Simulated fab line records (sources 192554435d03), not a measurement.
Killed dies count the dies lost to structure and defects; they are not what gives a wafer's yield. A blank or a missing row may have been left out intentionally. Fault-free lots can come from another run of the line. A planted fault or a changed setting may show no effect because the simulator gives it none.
Which tool is to blame? -- flow n5 finfet -- Sampling: 24 lots, 72 wafers, 4 of 1938 route steps

## WHAT EACH GAUGE READ, for each wafer
N5_PMOS_HMC_CHANNEL_EPI_THK_MEAS_22.
lot,measured,on,HMC_CMP_THK (nm)
L074,day 1 20:06,film metro-01,53.3 53.8 54.2
L075,day 2 07:58,film metro-02,53.5 54.2 55.1
L076,day 2 11:21,film metro-01,53.4 54.7 54.1
L077,day 2 14:04,film metro-02,55.5 53.8 55.6
L078,day 2 21:17,film metro-01,54.6 53.3 54.7
L079,day 3 01:56,film metro-02,53.3 53.2 53.4
L080,day 3 08:05,film metro-02,52.9 54.2 53.8
L081,day 3 13:45,film metro-01,56.1 55.3 54.3
L082,day 3 19:42,film metro-02,54.6 53.5 54.5
L083,day 4 01:56,film metro-02,53.5 53.9 54.6
L084,day 4 09:26,film metro-02,52.5 54.7 55.1
L085,day 4 16:01,film metro-01,54.3 54.1 53.8
L086,day 4 20:30,film metro-02,53.6 53.6 53.8
L087,day 5 02:20,film metro-02,53.6 53.7 53.7
L088,day 5 09:34,film metro-01,53.6 53.1 53.5
L089,day 5 14:46,film metro-02,56.0 54.9 54.3
L090,day 5 20:35,film metro-01,53.3 54.1 53.0
L091,day 6 02:16,film metro-02,56.2 54.0 54.7
L092,day 6 07:56,film metro-01,52.8 55.8 53.8
L093,day 6 13:20,film metro-01,53.4 54.6 54.2
L094,day 6 19:49,film metro-02,52.5 53.7 54.5
L095,day 7 03:34,film metro-02,53.9 53.4 54.0
L096,day 7 09:35,film metro-02,53.6 53.0 53.5
L097,day 7 14:44,film metro-01,54.3 53.3 53.3

## EACH LOT AND THE TOOL THAT RAN IT (in order: tool; ch and the chambers of the sampled wafers; start)
lot,N5_PMOS_HMC_CHANNEL_EPI_HM_DEP_34,N5_PMOS_HMC_CHANNEL_EPI_DESCUM_14,N5_PMOS_HMC_CHANNEL_EPI_CMP_21
L074,"pecvd-03 ch 0,1, day 1 17:17","rie diel-05 ch 0,3, day 1 17:50","cmp-02 ch 0,2,3, day 1 19:48"
L075,"pecvd-04 ch 0,2, day 2 05:13","rie diel-02 ch 0,2, day 2 05:42","cmp-02 ch 1,2, day 2 07:43"
L076,"pecvd-03 ch 0,1, day 2 08:16","rie diel-04 ch 0,2, day 2 08:46","cmp-02 ch 0,2,3, day 2 11:05"
L077,"pecvd-04 ch 0,2, day 2 11:20","rie diel-02 ch 0,2,3, day 2 11:43","cmp-02 ch 0,2,3, day 2 13:46"
L078,"pecvd-02 ch 0,1, day 2 18:26","rie diel-05 ch 1,2,3, day 2 19:01","cmp-02 ch 0,1, day 2 21:00"
L079,"pecvd-03 ch 0,2, day 2 23:10","rie diel-04 ch 0,2, day 2 23:40","cmp-01 ch 0,3, day 3 01:41"
L080,"pecvd-04 ch 0,1, day 3 05:14","rie diel-05 ch 2,3, day 3 05:49","cmp-01 ch 0,2,3, day 3 07:53"
L081,"pecvd-02 ch 1,2, day 3 11:04","rie diel-02 ch 0,1,2, day 3 11:28","cmp-02 ch 0,1,3, day 3 13:29"
L082,"pecvd-02 ch 0,1,2, day 3 17:01","rie diel-02 ch 1,2, day 3 17:25","cmp-02 ch 1,2,3, day 3 19:31"
L083,"pecvd-03 ch 0,1,2, day 3 23:11","rie diel-02 ch 0,1,2, day 3 23:40","cmp-04 ch 0,1,2, day 4 01:39"
L084,"pecvd-02 ch 0,1, day 4 05:41","rie diel-04 ch 0,1,2, day 4 06:46","cmp-01 ch 0,2,3, day 4 09:13"
L085,"pecvd-02 ch 0,1, day 4 11:19","rie diel-04 ch 0,1, day 4 12:44","cmp-02 ch 0,2,3, day 4 15:45"
L086,"pecvd-03 ch 0,1,2, day 4 17:46","rie diel-02 ch 2,3, day 4 18:14","cmp-04 ch 0,1,2, day 4 20:19"
L087,"pecvd-02 ch 0,1,2, day 4 23:06","rie diel-02 ch 0,2,3, day 4 23:35","cmp-04 ch 0,1, day 5 02:02"
L088,"pecvd-04 ch 1,2, day 5 06:49","rie diel-04 ch 1,2,3, day 5 07:18","cmp-01 ch 0,1,3, day 5 09:18"
L089,"pecvd-02 ch 0,1, day 5 11:37","rie diel-02 ch 0,2, day 5 12:07","cmp-04 ch 0,3, day 5 14:29"
L090,"pecvd-02 ch 0,1,2, day 5 16:52","rie diel-04 ch 2,3, day 5 17:21","cmp-02 ch 0,3, day 5 20:17"
L091,"pecvd-04 ch 1,2, day 5 22:42","rie diel-04 ch 0,1,3, day 5 23:05","cmp-02 ch 1,2,3, day 6 01:59"
L092,"pecvd-03 ch 0,1,2, day 6 04:53","rie diel-04 ch 1,3, day 6 05:15","cmp-02 ch 0,1,2, day 6 07:38"
L093,"pecvd-04 ch 0,1,2, day 6 10:43","rie diel-04 ch 1,2,3, day 6 11:05","cmp-02 ch 0,2, day 6 13:03"
L094,"pecvd-02 ch 1,2, day 6 17:02","rie diel-02 ch 1,3, day 6 17:32","cmp-04 ch 0,2,3, day 6 19:36"
L095,"pecvd-02 ch 1,2, day 6 23:26","rie diel-05 ch 1,2,3, day 7 00:44","cmp-01 ch 0,1,3, day 7 03:16"
L096,"pecvd-03 ch 0,1,2, day 7 05:55","rie diel-05 ch 1,2,3, day 7 06:25","cmp-04 ch 0,1, day 7 09:17"
L097,"pecvd-04 ch 0,1,2, day 7 11:01","rie diel-05 ch 1,3, day 7 11:23","cmp-04 ch 0,1,2, day 7 14:27"
- N5_PMOS_HMC_CHANNEL_EPI_HM_DEP_34: deposits SiO2 from TEOS/O2, target thk 36 nm, time 6.9 s.
- N5_PMOS_HMC_CHANNEL_EPI_DESCUM_14: chemistry O2, time 7.9 s.
- N5_PMOS_HMC_CHANNEL_EPI_CMP_21: polishes SiGe30, target thk 54 nm.

## AS READ BY THE TOOLS THEMSELVES (means over the sampled wafers that have a number; for cases with no such wafer, the mark the record gives instead)
N5_PMOS_HMC_CHANNEL_EPI_HM_DEP_34.
lot,tool,heater power w (W),showerhead plenum p Torr (Torr),showerhead vpp V (V),susceptor temp C (C),throttle valve pct (%)
L074,pecvd-03,657,8.370,1781,400.20,18.5
L075,pecvd-04,560,8.381,1825,400.13,18.8
L076,pecvd-03,789,8.370,1760,400.26,18.3
L077,pecvd-04,602,8.360,1812,400.00,18.4
L078,pecvd-02,510,8.358,1878,400.13,18.0
L079,pecvd-03,709,8.367,1773,399.88,17.4
L080,pecvd-04,581,8.391,1837,399.85,20.0
L081,pecvd-02,546,8.355,1897,400.12,17.2
L082,pecvd-02,527,8.365,1896,399.75,17.7
L083,pecvd-03,658,8.374,1826,400.10,17.6
L084,pecvd-02,523,8.360,1889,400.07,18.2
L085,pecvd-02,456,8.353,1876,400.06,18.4
L086,pecvd-03,695,8.381,1818,400.06,17.7
L087,pecvd-02,534,8.353,1908,400.14,17.6
L088,pecvd-04,517,8.363,1823,399.88,19.1
L089,pecvd-02,515,8.353,1875,400.08,18.2
L090,pecvd-02,530,8.366,1900,400.21,17.7
L091,pecvd-04,603,8.376,1836,399.91,19.8
L092,pecvd-03,694,8.370,1817,399.98,17.6
L093,pecvd-04,531,8.390,1825,399.81,19.4
L094,pecvd-02,442,8.338,1857,400.12,18.1
L095,pecvd-02,470,8.345,1875,399.99,17.9
L096,pecvd-03,702,8.383,1812,400.06,17.6
L097,pecvd-04,575,8.383,1828,400.17,19.6

N5_PMOS_HMC_CHANNEL_EPI_DESCUM_14.
lot,tool,drypump motor current A (A),oes product au (a.u.),rf vpp V (V),showerhead plenum p Torr (Torr),throttle valve pct (%)
L074,rie diel-05,6.1,0.74,244.4,2.15,20.7
L075,rie diel-02,5.7,0.73,243.1,2.11,20.8
L076,rie diel-04,5.2,0.74,242.0,2.06,20.3
L077,rie diel-02,5.7,0.72,242.4,2.06,20.7
L078,rie diel-05,5.5,0.72,242.9,2.07,20.5
L079,rie diel-04,5.0,0.81,244.1,2.11,20.4
L080,rie diel-05,5.6,0.70,242.8,2.06,20.5
L081,rie diel-02,5.8,0.74,242.7,2.12,20.7
L082,rie diel-02,5.8,0.74,243.1,2.15,20.7
L083,rie diel-02,5.9,0.74,244.4,2.12,20.7
L084,rie diel-04,5.4,0.74,242.3,2.05,20.5
L085,rie diel-04,5.9,0.70,242.6,2.01,20.6
L086,rie diel-02,5.5,0.87,245.2,2.19,20.5
L087,rie diel-02,5.7,0.81,243.9,2.14,20.6
L088,rie diel-04,5.4,0.84,243.2,2.09,20.3
L089,rie diel-02,5.8,0.71,242.6,2.10,20.9
L090,rie diel-04,4.9,0.87,243.4,2.14,20.2
L091,rie diel-04,5.5,0.77,242.1,2.04,20.2
L092,rie diel-04,5.8,0.77,242.6,2.03,20.4
L093,rie diel-04,5.4,0.81,243.2,2.08,20.3
L094,rie diel-02,5.7,0.80,244.5,2.19,20.5
L095,rie diel-05,5.5,0.79,242.8,2.06,20.4
L096,rie diel-05,5.5,0.79,243.1,2.06,20.4
L097,rie diel-05,5.4,0.70,243.4,2.07,20.7

N5_PMOS_HMC_CHANNEL_EPI_CMP_21.
lot,tool,motor current A (A),retaining ring pressure frac
L074,cmp-02,11.8,0.998
L075,cmp-02,13.2,0.999
L076,cmp-02,12.0,0.999
L077,cmp-02,12.1,0.994
L078,cmp-02,12.9,1.003
L079,cmp-01,12.4,0.998
L080,cmp-01,12.3,0.999
L081,cmp-02,12.0,1.000
L082,cmp-02,12.5,1.006
L083,cmp-04,11.5,1.007
L084,cmp-01,12.2,1.002
L085,cmp-02,12.0,1.002
L086,cmp-04,11.8,0.998
L087,cmp-04,11.9,1.004
L088,cmp-01,12.3,1.002
L089,cmp-04,12.0,1.004
L090,cmp-02,11.5,1.006
L091,cmp-02,13.1,1.000
L092,cmp-02,13.2,0.999
L093,cmp-02,12.9,1.000
L094,cmp-04,12.1,0.994
L095,cmp-01,12.1,0.998
L096,cmp-04,11.9,1.004
L097,cmp-04,11.6,0.998

## THE ANSWER, worked out from the rows above alone
Rule: what is usual is taken from the lots themselves. The widest of any qualifying gaps counts: lots, ordered by their means at a reading, are off when they make up no more than a third of the lots, leave a main group of 4 or more, and stand apart from it by 3 or more times the standard deviation of that group's means. If all means in a main group match to the digits the tables above print for the reading, that group is not used. Also off: a lot with no number at a reading for which 4 or more lots have one. Any other lot the step has rows for is counted as sound. The gauges are gone through in route order, then the tools' own readings, and for those a lot's mean is taken as printed above. At the first step where some lot is off, the reading lying furthest off is the one used; lots without a number count as furthest.
Nothing can be told from this: no lot is off at any reading shown.

## WHAT THE SIMULATOR HAD PUT IN
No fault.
